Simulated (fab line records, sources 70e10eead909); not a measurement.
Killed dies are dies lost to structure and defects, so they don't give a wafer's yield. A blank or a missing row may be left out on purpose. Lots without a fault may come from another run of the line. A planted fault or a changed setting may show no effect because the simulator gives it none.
Problem report in the 8D (eight disciplines) form, filled by code | flow nand_harc | the parts of the form that need people (team, actions taken, sign-off) are left out

1. THE PROBLEM
killed_at_array at NHARC_END_SORT_01 reads a mean of 675 on 3 wafers of 2 lots; wafers without a fault read 59 with a standard deviation of 17. That is +36 standard deviations from the usual mean.
First seen on wafer L338.3, day 30 20:25, on prober-02. The record holds 13 wafers of 5 lots with a number at this step. Rule for "out", or "out of limits": more than 4 standard deviations from the usual mean. The other wafers with a number count as sound.

2. WHAT IT IS AND WHAT IT IS NOT
question                    | is                           | is not
which readings at this step | killed_at_array, killed_dies | killed_at_other, killed_at_periphery, killed_open, killed_short
which lots                  | L338, L341                   | L325, L327, L332
which wafers of those lots  | L338.3, L338.5, L341.5       | L341.1
read on which gauges        | prober-01, prober-02         | -
when                        | from day 30 20:25            | up to then (9 sound wafers); but 1 sound wafer of L341 came after

3. SUSPECTS, AND WHAT RULES EACH OUT
Counting: a tool at a process step up to the reading stays a suspect if it ran every lot that is out. Sound lots after the first of them don't rule it out here, since some wafers of a struck lot are sound.
- the gauge at NHARC_END_SORT_01: ruled out. The wafers that are out were read on 2 gauges (prober-01, prober-02).
- rie_metal-03 at NHARC_A_WL_FILL_ETCHBACK_04 (etches the open film in NF3, target depth 60 nm, time 120 s): kept. It ran every lot that is out, first L338 (day 26 20:02); its last sound lot up to then is L332 (day 24 18:08). Its own readings are out on those wafers: run_length_s.
- plasma_asher-02 at NHARC_A_WL_FILL_STRIP_27 (strips in N2/H2, time 20 s): kept. It ran every lot that is out, first L338 (day 26 20:25); its last sound lot up to then is L332 (day 24 18:37).
Left after counting: rie_metal-03 at NHARC_A_WL_FILL_ETCHBACK_04, plasma_asher-02 at NHARC_A_WL_FILL_STRIP_27.

4. THE CAUSE (what the simulator had put in)
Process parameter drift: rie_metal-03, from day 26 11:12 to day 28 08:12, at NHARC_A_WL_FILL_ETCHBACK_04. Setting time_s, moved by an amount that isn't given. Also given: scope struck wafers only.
Counting left 2 suspects, and this tool is among them.

5. THE CHAIN OF EFFECTS, in route order
Each row: a reading whose mean over the struck wafers that have a number lies more than 3 standard deviations from the usual. Only readings for which the record gives a usual standard deviation are gone through. hours: the time from each lot's start at the first step in this table that gives one to its start at this step, as a median over the lots. sigmas: the change in usual standard deviations.
hours | step                        | reading         | usual   | on struck wafers | change | sigmas
0     | NHARC_A_WL_FILL_ETCHBACK_04 | run_length_s    | 141.4 s | 72.8             | -68.6  | -99 or more
99    | NHARC_END_SORT_01           | killed_at_array | 59      | 675              | +616   | +36
99    | NHARC_END_SORT_01           | killed_dies     | 64      | 677              | +613   | +36
The process steps in it:
- NHARC_A_WL_FILL_ETCHBACK_04: etches the open film in NF3, target depth 60 nm, time 120 s.

6. WHAT WOULD HAVE CAUGHT IT SOONER
In this record the first reading out of limits at a measuring or inspecting step was taken at day 30 20:25, 105 hours after the fault began at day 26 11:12.
The tool's own readings at NHARC_A_WL_FILL_ETCHBACK_04 were out on every struck wafer that the step has a row for (run_length_s): an alarm limit on them would have fired on the first of those.
All the lots that are out (2) had begun NHARC_A_WL_FILL_ETCHBACK_04 on rie_metal-03 by day 30 20:25. A hold on the tool at that time would have spared none of them.
